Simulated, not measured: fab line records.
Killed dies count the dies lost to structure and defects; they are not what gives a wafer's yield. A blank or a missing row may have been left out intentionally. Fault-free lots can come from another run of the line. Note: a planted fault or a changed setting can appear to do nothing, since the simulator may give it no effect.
Matching of chambers	flow nand-harc	NHARC_P_M1_PRE_CLEAN_32 on pecvd-03 has 3 sister chambers
The step time 12 s. 27 wafers are shown with their chamber, then 12 later ones without.

## EACH WAFER AND ITS CHAMBER
wafer	chamber	heater-power-w (W)
L075.1	0	595
L075.2	2	704
L075.3	1	540
L075.4	0	580
L075.5	1	543
L075.6	2	698
L076.1	0	563
L076.2	1	508
L076.3	2	753
L078.2	1	529
L078.5	0	542
L078.6	1	526
L077.1	0	575
L077.2	2	737
L077.5	1	508
L084.3	0	560
L084.4	2	734
L084.5	0	566
L085.2	0	544
L085.4	2	773
L085.6	0	536
L088.1	1	540
L088.3	0	600
L088.4	1	542
L090.1	0	540
L090.3	1	561
L090.4	2	735

SIGNATURES, as means of the wafers listed above
reading	chamber 0	chamber 1	chamber 2	scatter within a chamber
heater-power-w	563.73	533.00	733.43	21.8
Rule: a wafer's distance from a chamber is the root of the sum, over the readings, of the square of ((its reading less the chamber's mean) divided by the reading's scatter). The wafer belongs to the nearest chamber; if the next one is less than 2 further off, it can't be placed. The scatter: take each reading less its chamber's mean, square it, sum over the shown wafers, divide by the number of wafers less the number of chambers, and take the root.

## WAFERS MISSING THEIR CHAMBER
wafer	heater-power-w (W)
L091.3	585
L091.5	578
L091.6	576
L092.1	681
L092.2	579
L092.5	575
L095.1	788
L095.4	551
L095.5	802
L097.1	593
L097.3	745
L097.6	603

## WHICH CHAMBER EACH WENT THROUGH
wafer	from the rows above	in truth
L091.3	can't be placed: 0 or 1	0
L091.5	can't be placed: 0 or 1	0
L091.6	can't be placed: 0 or 1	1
L092.1	2	2
L092.2	can't be placed: 0 or 1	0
L092.5	can't be placed: 0 or 1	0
L095.1	2	2
L095.4	can't be placed: 0 or 1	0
L095.5	2	2
L097.1	can't be placed: 0 or 1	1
L097.3	2	2
L097.6	can't be placed: 0 or 1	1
Placed correctly: 4 of 12. Cannot be placed on the basis of these rows: 8; the candidates contain the true chamber in 8. 0 placed wrongly.
